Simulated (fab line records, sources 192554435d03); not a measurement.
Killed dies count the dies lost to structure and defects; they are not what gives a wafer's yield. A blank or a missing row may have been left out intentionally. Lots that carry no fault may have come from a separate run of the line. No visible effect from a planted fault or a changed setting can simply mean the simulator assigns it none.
Chamber matching | flow n5_finfet | rie_diel-02 running N5_BEOL_M6_STRIP_19: 4 sister chambers
The step strips in O2. 8 wafers are shown with their chamber, then 11 later ones without.

WAFERS, EACH WITH ITS CHAMBER
wafer  | chamber | drypump_motor_current_A (A) | showerhead_plenum_p_Torr (Torr)
L082.1 | 1       | 5.4                         | 2.14
L082.4 | 3       | 5.6                         | 1.99
L085.2 | 0       | 6.3                         | 2.23
L085.4 | 1       | 5.4                         | 2.14
L088.1 | 0       | 6.2                         | 2.23
L088.4 | 3       | 5.6                         | 1.98
L088.5 | 2       | 5.5                         | 2.18
L090.2 | 2       | 5.5                         | 2.18

WAFERS WITH NO CHAMBER GIVEN
wafer  | drypump_motor_current_A (A) | showerhead_plenum_p_Torr (Torr)
L090.3 | 5.7                         | 1.98
L090.6 | 5.7                         | 1.98
L091.4 | 5.5                         | 2.18
L091.5 | 6.3                         | 2.23
L091.6 | 5.4                         | 2.13
L092.1 | 5.5                         | 2.18
L092.3 | 5.4                         | 2.13
L092.6 | 6.2                         | 2.22
L096.2 | 6.2                         | 2.22
L096.5 | 5.4                         | 2.13
L096.6 | 5.5                         | 2.17

EACH ONE'S CHAMBER
wafer  | from the rows above | in truth
L090.3 | 3                   | 3
L090.6 | 3                   | 3
L091.4 | 2                   | 2
L091.5 | 0                   | 0
L091.6 | 1                   | 1
L092.1 | 2                   | 2
L092.3 | 1                   | 1
L092.6 | 0                   | 0
L096.2 | 0                   | 0
L096.5 | 1                   | 1
L096.6 | 2                   | 2
Correct placement for 11 of the 11. Can't be placed from these rows: 0. Number placed wrongly: 0.
How it was worked out, from the rows above alone: a wafer's distance from a chamber is the root of the sum, over the readings, of the square of ((its reading less the chamber's mean) divided by the reading's scatter). The wafer belongs to the nearest chamber; if the next one is less than 2 further off, it can't be placed. For every chamber, the mean is computed from those of its wafers that are shown. How the scatter is found: for the shown wafers, subtract from each reading the mean of its chamber, square and add these, divide the total by (wafers less chambers), then take the root.
